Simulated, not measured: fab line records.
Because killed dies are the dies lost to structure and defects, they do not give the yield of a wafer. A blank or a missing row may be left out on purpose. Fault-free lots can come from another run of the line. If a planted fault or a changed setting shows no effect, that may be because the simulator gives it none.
Split-lot experiment || flow n5-finfet || on a route of 1938 steps: 7 lots, 21 wafers read

== THE SPLIT ==
At N5_BEOL_M13_CMP_49 (polishes, stops on SiOC, t overpolish 17.1 s, target thk 420 nm), the setting down-force-psi was moved away from the recipe's 1 psi on 6 of the 21 wafers read, by -18.0% to +22.5%. The other wafers ran this setting at the recipe's value.

Reading taken at the split's own step.

== THE READING ==
barrier-field-endpoint-s, in s, at N5_BEOL_M13_CMP_49 (polishes, stops on SiOC, t overpolish 17.1 s, target thk 420 nm). Fault-free wafers of this fab line usually give 30.2 s, standard deviation 0.61 s.

{"wafer": "L078.4", "tool, chamber at the split": "cmp-03, 3", "down-force-psi as run, psi": 1, "against the recipe": "recipe", "barrier-field-endpoint-s, s": 31.1, "against lot-mates on the recipe": "-"}
{"wafer": "L078.3", "tool, chamber at the split": "cmp-03, 2", "down-force-psi as run, psi": 1, "against the recipe": "recipe", "barrier-field-endpoint-s, s": 31.0, "against lot-mates on the recipe": "-"}
{"wafer": "L078.5", "tool, chamber at the split": "cmp-03, 0", "down-force-psi as run, psi": 1, "against the recipe": "recipe", "barrier-field-endpoint-s, s": 30.9, "against lot-mates on the recipe": "-"}
{"wafer": "L079.1", "tool, chamber at the split": "cmp-02, 0", "down-force-psi as run, psi": 1, "against the recipe": "recipe", "barrier-field-endpoint-s, s": 30.8, "against lot-mates on the recipe": "-"}
{"wafer": "L079.4", "tool, chamber at the split": "cmp-02, 1", "down-force-psi as run, psi": 1, "against the recipe": "recipe", "barrier-field-endpoint-s, s": 30.4, "against lot-mates on the recipe": "-"}
{"wafer": "L079.6", "tool, chamber at the split": "cmp-02, 2", "down-force-psi as run, psi": 1, "against the recipe": "recipe", "barrier-field-endpoint-s, s": 30.8, "against lot-mates on the recipe": "-"}
{"wafer": "L082.3", "tool, chamber at the split": "cmp-02, 0", "down-force-psi as run, psi": 1, "against the recipe": "recipe", "barrier-field-endpoint-s, s": 30.3, "against lot-mates on the recipe": "-"}
{"wafer": "L082.2", "tool, chamber at the split": "cmp-02, 1", "down-force-psi as run, psi": 0.9082, "against the recipe": "-9.2%", "barrier-field-endpoint-s, s": 33.2, "against lot-mates on the recipe": "+2.8"}
{"wafer": "L082.6", "tool, chamber at the split": "cmp-02, 0", "down-force-psi as run, psi": 1, "against the recipe": "recipe", "barrier-field-endpoint-s, s": 30.6, "against lot-mates on the recipe": "-"}
{"wafer": "L084.3", "tool, chamber at the split": "cmp-03, 2", "down-force-psi as run, psi": 1, "against the recipe": "recipe", "barrier-field-endpoint-s, s": 30.9, "against lot-mates on the recipe": "-"}
{"wafer": "L084.2", "tool, chamber at the split": "cmp-03, 3", "down-force-psi as run, psi": 1.109, "against the recipe": "+10.9%", "barrier-field-endpoint-s, s": 28.2, "against lot-mates on the recipe": -2.9}
{"wafer": "L084.5", "tool, chamber at the split": "cmp-03, 2", "down-force-psi as run, psi": 1, "against the recipe": "recipe", "barrier-field-endpoint-s, s": 31.3, "against lot-mates on the recipe": "-"}
{"wafer": "L085.2", "tool, chamber at the split": "cmp-03, 1", "down-force-psi as run, psi": 1.116, "against the recipe": "+11.6%", "barrier-field-endpoint-s, s": 26.8, "against lot-mates on the recipe": -3.2}
{"wafer": "L085.3", "tool, chamber at the split": "cmp-03, 0", "down-force-psi as run, psi": 1, "against the recipe": "recipe", "barrier-field-endpoint-s, s": 30.3, "against lot-mates on the recipe": "-"}
{"wafer": "L085.6", "tool, chamber at the split": "cmp-03, 2", "down-force-psi as run, psi": 1, "against the recipe": "recipe", "barrier-field-endpoint-s, s": 29.7, "against lot-mates on the recipe": "-"}
{"wafer": "L090.1", "tool, chamber at the split": "cmp-03, 1", "down-force-psi as run, psi": 1.225, "against the recipe": "+22.5%", "barrier-field-endpoint-s, s": 24.4, "against lot-mates on the recipe": -5.9}
{"wafer": "L090.2", "tool, chamber at the split": "cmp-03, 2", "down-force-psi as run, psi": 1.225, "against the recipe": "+22.5%", "barrier-field-endpoint-s, s": 24.5, "against lot-mates on the recipe": -5.8}
{"wafer": "L090.4", "tool, chamber at the split": "cmp-03, 3", "down-force-psi as run, psi": 1, "against the recipe": "recipe", "barrier-field-endpoint-s, s": 30.3, "against lot-mates on the recipe": "-"}
{"wafer": "L092.2", "tool, chamber at the split": "cmp-03, 1", "down-force-psi as run, psi": 1, "against the recipe": "recipe", "barrier-field-endpoint-s, s": 30.3, "against lot-mates on the recipe": "-"}
{"wafer": "L092.5", "tool, chamber at the split": "cmp-03, 0", "down-force-psi as run, psi": 1, "against the recipe": "recipe", "barrier-field-endpoint-s, s": 29.6, "against lot-mates on the recipe": "-"}
{"wafer": "L092.6", "tool, chamber at the split": "cmp-03, 1", "down-force-psi as run, psi": 0.8197, "against the recipe": "-18.0%", "barrier-field-endpoint-s, s": 37.0, "against lot-mates on the recipe": "+7.0"}

THE FIT
A straight line over all 21 wafers: barrier-field-endpoint-s changes by -0.292 s for each +1% of down-force-psi; r = -0.98; the points scatter about the line by 0.55 s.
The same after taking each lot's own level away (the mean of its wafers on the recipe; 21 wafers): -0.293 s for each +1%; r = -0.98; scatter 0.48 s.
That fit puts the effect of the largest move of down-force-psi on the reading at 6.6 s.
The span of the lots' own levels, 29.95 to 31.10 s, comes to 1.9 times the standard deviation stated above.
Consequently the slope shifts little with the lot-to-lot level, the two slopes agreeing.
Check: for one of the wafers moved furthest among these (+22.5%), held out of the fit, the line's prediction against its lot-mates is -6.66 s. It came out at -5.9 s against them.
Tool readings at the split's step, against how far the setting was moved: barrier-field-endpoint-s r = -0.98.

== THE OTHER SPLITS THESE WAFERS WENT THROUGH ==
Other splits were also applied to these wafers ahead of the reading. Each is held against what the fit with the lots' levels taken away leaves over:
{"other split on the same wafers": "N5_BEOL_M12_SPUTTER_43 power-w", "wafers away from the commonest value": 10, "r with barrier-field-endpoint-s (lot level and that fit taken away)": -0.10}

== FILE'S OWN FIT ==
barrier-field-endpoint-s changes by -0.301 s for each +1% of down-force-psi, r = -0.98.
